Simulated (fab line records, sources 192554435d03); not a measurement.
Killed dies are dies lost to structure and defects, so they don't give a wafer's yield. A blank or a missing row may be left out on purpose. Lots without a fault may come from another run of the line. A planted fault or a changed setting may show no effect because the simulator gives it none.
Which tool did it? | flow n5_finfet | 15 lots, 45 wafers sampled, at 6 steps of a route of 1938

WHAT THE GAUGES READ, wafer by wafer
N5_MOL_CONTACT_COAG_INSPECT_97: inspects for defects (darkfield). Usual: raw_defect_count 44, standard deviation 18.
lot  | measured     | on                | raw_defect_count | flag
L793 | day 5 09:18  | defect_inspect-02 | 40 49 30         |
L794 | day 5 15:32  | defect_inspect-02 | 48 59 52         |
L795 | day 5 22:32  | defect_inspect-01 | 39 64 35         |
L796 | day 6 04:37  | defect_inspect-01 | 57 61 35         |
L802 | day 7 14:25  | defect_inspect-02 | 21 18 32         |
L803 | day 7 23:31  | defect_inspect-01 | 53 33 48         |
L805 | day 8 08:05  | defect_inspect-02 | 116 51 104       |
L804 | day 8 11:09  | defect_inspect-01 | 23 36 47         |
L807 | day 9 01:49  | defect_inspect-02 | 66 27 64         |
L808 | day 9 04:52  | defect_inspect-02 | 24 36 44         |
L809 | day 9 09:06  | defect_inspect-02 | 46 53 36         |
L810 | day 9 12:08  | defect_inspect-02 | 63 45 58         |
L814 | day 10 16:13 | defect_inspect-02 | 41 31 28         |
L816 | day 11 04:15 | defect_inspect-02 | 59 62 51         |
L815 | day 11 07:13 | defect_inspect-02 | 43 40 38         |

N5_BEOL_M0_SAQP_CD_MEAS_29: target cd 14.4 nm. Usual: cd_nm 15.02 nm, standard deviation 0.23.
lot  | measured     | on        | cd_nm (nm)        | flag
L793 | day 5 14:36  | cd_sem-02 | 15.31 15.05 15.33 |
L794 | day 5 20:38  | cd_sem-02 | 14.90 14.96 14.97 |
L795 | day 6 05:14  | cd_sem-02 | 15.02 14.91 14.55 |
L796 | day 6 10:52  | cd_sem-02 | 15.02 15.04 14.96 |
L802 | day 7 22:21  | cd_sem-01 | 14.95 14.81 15.16 |
L803 | day 8 05:17  | cd_sem-03 | 15.13 15.10 14.90 |
L805 | day 8 17:20  | cd_sem-02 | 14.76 14.91 14.68 |
L804 | day 8 20:25  | cd_sem-03 | 14.98 14.61 14.52 |
L807 | day 9 06:35  | cd_sem-03 | 14.88 14.95 14.97 |
L808 | day 9 12:32  | cd_sem-03 | - - -             | OFF
L809 | day 9 14:45  | cd_sem-01 | - - -             | OFF
L810 | day 9 17:31  | cd_sem-01 | - - -             | OFF
L814 | day 10 23:09 | cd_sem-01 | 15.29 14.66 15.21 |
L816 | day 11 10:02 | cd_sem-01 | 15.13 15.21 14.64 |
L815 | day 11 15:00 | cd_sem-03 | 14.84 15.24 15.24 |

WHICH TOOL RAN EACH LOT (tool, then ch and the chambers of the sampled wafers, then the start)
lot  | N5_MOL_CONTACT_COAG_ETCH_48        | N5_BEOL_M0_SAQP_PECVD_03        | N5_BEOL_M0_SAQP_PECVD_96        | N5_BEOL_M0_SAQP_MANDREL_ETCH_103
L793 | rie_diel-06 ch 1,2,3, day 5 05:11  | pecvd-02 ch 0,1, day 5 10:01    | pecvd-02 ch 0,1, day 5 10:03    | rie_si-02 ch 0,2, day 5 12:57
L794 | rie_diel-02 ch 0,2,3, day 5 11:25  | pecvd-04 ch 0,2, day 5 16:02    | pecvd-04 ch 0,2, day 5 16:05    | rie_si-05 ch 0,3, day 5 18:41
L795 | rie_diel-06 ch 1,3, day 5 18:25    | pecvd-01 ch 0,1,2, day 6 00:59  | pecvd-01 ch 0,1,2, day 6 01:01  | rie_si-02 ch 0,1,2, day 6 03:32
L796 | rie_diel-02 ch 0,3, day 6 00:31    | pecvd-02 ch 1,2, day 6 06:53    | pecvd-02 ch 1,2, day 6 06:55    | rie_si-05 ch 0,1,3, day 6 09:17
L802 | rie_diel-06 ch 0,1, day 7 10:19    | pecvd-02 ch 0,1, day 7 18:20    | pecvd-02 ch 0,1, day 7 18:22    | rie_si-05 ch 0,2,3, day 7 20:46
L803 | rie_diel-01 ch 2,3, day 7 19:06    | pecvd-02 ch 1,2, day 8 00:50    | pecvd-02 ch 1,2, day 8 00:52    | rie_si-04 ch 0,2,3, day 8 03:22
L805 | rie_diel-06 ch 0,2, day 8 04:01    | pecvd-01 ch 0,1, day 8 09:41    | pecvd-01 ch 0,1, day 8 09:43    | rie_si-02 ch 0,1,3, day 8 12:14
L804 | rie_diel-01 ch 2,3, day 8 06:57    | pecvd-04 ch 1,2, day 8 12:05    | pecvd-04 ch 1,2, day 8 12:07    | rie_si-02 ch 0,2,3, day 8 18:36
L807 | rie_diel-01 ch 0,1,3, day 8 21:41  | pecvd-02 ch 0,1, day 9 02:21    | pecvd-02 ch 0,1, day 9 02:23    | rie_si-04 ch 0,1, day 9 05:01
L808 | rie_diel-06 ch 0,3, day 9 00:44    | pecvd-02 ch 0,2, day 9 07:18    | pecvd-02 ch 0,2, day 9 07:20    | rie_si-04 ch 1,2, day 9 09:55
L809 | rie_diel-06 ch 1,2,3, day 9 05:01  | pecvd-04 ch 0,1,2, day 9 09:41  | pecvd-04 ch 0,1,2, day 9 09:43  | rie_si-02 ch 1,2,3, day 9 13:10
L810 | rie_diel-02 ch 1,2,3, day 9 08:02  | pecvd-01 ch 1,2, day 9 12:52    | pecvd-01 ch 1,2, day 9 12:54    | rie_si-05 ch 0,1,2, day 9 15:43
L814 | rie_diel-06 ch 0,1,3, day 10 12:08 | pecvd-04 ch 0,1,2, day 10 18:13 | pecvd-04 ch 0,1,2, day 10 18:15 | rie_si-04 ch 0,1, day 10 20:53
L816 | rie_diel-01 ch 0,3, day 11 00:06   | pecvd-02 ch 0,2, day 11 05:21   | pecvd-02 ch 0,2, day 11 05:23   | rie_si-05 ch 1,2,3, day 11 08:14
L815 | rie_diel-02 ch 0,3, day 11 00:31   | pecvd-01 ch 0,1,2, day 11 08:31 | pecvd-01 ch 0,1,2, day 11 08:33 | rie_si-02 ch 2,3, day 11 12:29
- N5_MOL_CONTACT_COAG_ETCH_48: etches SiOC in C4F6/O2, target depth 15 nm, overetch 4.5 nm, time 17 s.
- N5_BEOL_M0_SAQP_PECVD_03: deposits SiCN from 3MS/NH3, target thk 12 nm, time 21.1 s.
- N5_BEOL_M0_SAQP_PECVD_96: deposits a-Si from SiH4/He, target thk 45 nm, time 45.2 s.
- N5_BEOL_M0_SAQP_MANDREL_ETCH_103: etches a-Si in HBr/Cl2, stops on SiCN, target depth 45 nm, bt time 10 s, time 27 s.

WHAT THE TOOLS THEMSELVES READ (means of the sampled wafers that have a number; where no wafer has one, the mark that the record gives instead)
N5_MOL_CONTACT_COAG_ETCH_48. Usual: drypump_motor_current_A 5.7 A, standard deviation 0.35; oes_o_777_au 0.80 a.u., standard deviation 0.096; oes_product_au 0.67 a.u., standard deviation 0.085; rf_vpp_V 1588 V, standard deviation 11; showerhead_plenum_p_Torr 2.83 Torr, standard deviation 0.094; throttle_valve_pct 40.55 %, standard deviation 0.29.
lot  | tool        | drypump_motor_current_A (A) | oes_o_777_au (a.u.) | oes_product_au (a.u.) | rf_vpp_V (V) | showerhead_plenum_p_Torr (Torr) | throttle_valve_pct (%) | flag
L793 | rie_diel-06 | 5.8                         | 0.71                | 0.60                  | 1577         | 2.77                            | 40.51                  |
L794 | rie_diel-02 | 5.6                         | 0.82                | 0.69                  | 1596         | 2.90                            | 40.35                  |
L795 | rie_diel-06 | 6.0                         | 0.72                | 0.63                  | 1576         | 2.74                            | 40.55                  |
L796 | rie_diel-02 | 5.7                         | 0.75                | 0.59                  | 1603         | 2.95                            | 40.33                  |
L802 | rie_diel-06 | 5.4                         | 0.81                | 0.66                  | 1589         | 2.95                            | 40.60                  |
L803 | rie_diel-01 | 6.2                         | 0.93                | 0.80                  | 1595         | 2.80                            | 40.59                  |
L805 | rie_diel-06 | 5.6                         | 0.90                | 0.79                  | 1577         | 2.86                            | 40.58                  |
L804 | rie_diel-01 | 5.9                         | 0.89                | 0.73                  | 1591         | 2.79                            | 40.38                  |
L807 | rie_diel-01 | 5.7                         | 0.88                | 0.73                  | 1594         | 2.80                            | 40.75                  |
L808 | rie_diel-06 | 5.6                         | 0.79                | 0.66                  | 1582         | 2.90                            | 40.81                  |
L809 | rie_diel-06 | 5.8                         | 0.77                | 0.65                  | 1575         | 2.76                            | 40.45                  |
L810 | rie_diel-02 | 5.6                         | 0.83                | 0.67                  | 1585         | 2.83                            | 40.41                  |
L814 | rie_diel-06 | 5.7                         | 0.74                | 0.65                  | 1582         | 2.84                            | 40.60                  |
L816 | rie_diel-01 | 6.0                         | 0.91                | 0.77                  | 1592         | 2.79                            | 40.72                  |
L815 | rie_diel-02 | 5.4                         | 0.73                | 0.57                  | 1596         | 2.94                            | 40.34                  |

N5_BEOL_M0_SAQP_PECVD_03. Usual: chamber_pressure_Torr 3.000 Torr, standard deviation 0.008; rf_fwd_power_W 198.8 W, standard deviation 1.1; showerhead_plenum_p_Torr 3.658 Torr, standard deviation 0.015; throttle_valve_pct 9.1 %, standard deviation 0.59.
lot  | tool     | chamber_pressure_Torr (Torr) | rf_fwd_power_W (W) | showerhead_plenum_p_Torr (Torr) | throttle_valve_pct (%) | flag
L793 | pecvd-02 | 3.011                        | 199.6              | 3.650                           | 8.7                    |
L794 | pecvd-04 | 3.008                        | 198.2              | 3.678                           | 9.0                    |
L795 | pecvd-01 | 2.998                        | 198.3              | 3.647                           | 9.6                    |
L796 | pecvd-02 | 3.006                        | 199.9              | 3.659                           | 9.1                    |
L802 | pecvd-02 | 3.001                        | 199.2              | 3.661                           | 8.8                    |
L803 | pecvd-02 | 2.996                        | 199.7              | 3.655                           | 9.1                    |
L805 | pecvd-01 | 3.002                        | 198.2              | 3.655                           | 10.1                   |
L804 | pecvd-04 | 3.006                        | 199.0              | 3.662                           | 8.5                    |
L807 | pecvd-02 | 2.992                        | 199.3              | 3.663                           | 8.7                    |
L808 | pecvd-02 | 2.999                        | 199.6              | 3.666                           | 8.9                    |
L809 | pecvd-04 | 3.002                        | 197.6              | 3.666                           | 9.0                    |
L810 | pecvd-01 | 2.993                        | 198.0              | 3.650                           | 9.7                    |
L814 | pecvd-04 | 3.000                        | 198.2              | 3.664                           | 9.0                    |
L816 | pecvd-02 | 3.002                        | 198.4              | 3.665                           | 9.0                    |
L815 | pecvd-01 | 2.996                        | 198.9              | 3.644                           | 9.5                    |

N5_BEOL_M0_SAQP_PECVD_96. Usual: chamber_pressure_Torr 3.000 Torr, standard deviation 0.0065; heater_power_outer_w 347 W, standard deviation 46; heater_power_w 576 W, standard deviation 72; showerhead_plenum_p_Torr 5.64 Torr, standard deviation 0.055; throttle_valve_pct 18.3 %, standard deviation 1.1.
lot  | tool     | chamber_pressure_Torr (Torr) | heater_power_outer_w (W) | heater_power_w (W) | showerhead_plenum_p_Torr (Torr) | throttle_valve_pct (%) | flag
L793 | pecvd-02 | 3.006                        | 379                      | 638                | 5.64                            | 17.8                   |
L794 | pecvd-04 | 2.994                        | 357                      | 575                | 5.71                            | 17.9                   |
L795 | pecvd-01 | 3.003                        | 348                      | 563                | 5.58                            | 19.5                   |
L796 | pecvd-02 | 2.996                        | 327                      | 562                | 5.64                            | 17.8                   |
L802 | pecvd-02 | 3.004                        | 351                      | 577                | 5.66                            | 17.7                   |
L803 | pecvd-02 | 3.000                        | 392                      | 669                | 5.63                            | 17.9                   |
L805 | pecvd-01 | 3.002                        | 339                      | 557                | 5.61                            | 20.1                   |
L804 | pecvd-04 | 3.001                        | 364                      | 611                | 5.67                            | 16.9                   |
L807 | pecvd-02 | 3.007                        | 401                      | 661                | 5.65                            | 17.7                   |
L808 | pecvd-02 | -                            | -                        | -                  | -                               | -                      | OFF
L809 | pecvd-04 | -                            | -                        | -                  | -                               | -                      | OFF
L810 | pecvd-01 | -                            | -                        | -                  | -                               | -                      | OFF
L814 | pecvd-04 | 2.999                        | 344                      | 571                | 5.66                            | 18.1                   |
L816 | pecvd-02 | 2.998                        | 311                      | 521                | 5.67                            | 18.2                   |
L815 | pecvd-01 | 2.998                        | 348                      | 573                | 5.59                            | 19.4                   |

N5_BEOL_M0_SAQP_MANDREL_ETCH_103. Usual: HBr_flow_sccm 150.0 sccm, standard deviation 0.39; drypump_motor_current_A 5.6 A, standard deviation 0.4; oes_product_au 0.690 a.u., standard deviation 0.012; throttle_valve_pct 35.64 %, standard deviation 0.17.
lot  | tool      | HBr_flow_sccm (sccm) | drypump_motor_current_A (A) | oes_product_au (a.u.) | throttle_valve_pct (%) | flag
L793 | rie_si-02 | 150.1                | 6.1                         | 0.688                 | 35.70                  |
L794 | rie_si-05 | 149.5                | 5.4                         | 0.695                 | 35.66                  |
L795 | rie_si-02 | 150.0                | 5.8                         | 0.685                 | 35.58                  |
L796 | rie_si-05 | 150.1                | 5.9                         | 0.686                 | 35.62                  |
L802 | rie_si-05 | 149.9                | 5.5                         | 0.685                 | 35.72                  |
L803 | rie_si-04 | 149.9                | 5.5                         | 0.691                 | 35.56                  |
L805 | rie_si-02 | 149.7                | 5.7                         | 0.686                 | 35.71                  |
L804 | rie_si-02 | 150.0                | 5.9                         | 0.700                 | 35.61                  |
L807 | rie_si-04 | 150.2                | 5.3                         | 0.687                 | 35.75                  |
L808 | rie_si-04 | 150.2                | 5.4                         | 0.290                 | 36.47                  | OFF
L809 | rie_si-02 | 150.4                | 5.5                         | 0.289                 | 36.41                  | OFF
L810 | rie_si-05 | 150.2                | 5.9                         | 0.287                 | 36.56                  | OFF
L814 | rie_si-04 | 150.2                | 5.4                         | 0.694                 | 35.64                  |
L816 | rie_si-05 | 150.2                | 5.8                         | 0.692                 | 35.63                  |
L815 | rie_si-02 | 150.5                | 5.6                         | 0.704                 | 35.51                  |

THE ANSWER, worked out from the rows above alone
Rule: a lot is off if the mean of its wafers that have a number lies more than 3 standard deviations from the usual mean. A lot without any number at a reading at which 4 lots or more have one is off too. The other lots that the step has rows for count as sound. The gauges are gone through in route order, then the tools' own readings, and for those a lot's mean is taken as printed above. The first step at which some lot is off is used, and at that step the reading that is off furthest; a lot without a number counts as furthest.
Off: L808, L809, L810, at N5_BEOL_M0_SAQP_CD_MEAS_29 (cd_nm). Without a number there: L808, L809, L810.
A tool fits if, at a process step before that reading, it ran every lot that is off, and no sound lot after the first of them. The gauges at N5_BEOL_M0_SAQP_CD_MEAS_29 aren't tried: what is off there is off at N5_BEOL_M0_SAQP_PECVD_96 too, on other tools, and a gauge's error can't cause that. None of those tried fits.

WHAT THE SIMULATOR HAD PUT IN
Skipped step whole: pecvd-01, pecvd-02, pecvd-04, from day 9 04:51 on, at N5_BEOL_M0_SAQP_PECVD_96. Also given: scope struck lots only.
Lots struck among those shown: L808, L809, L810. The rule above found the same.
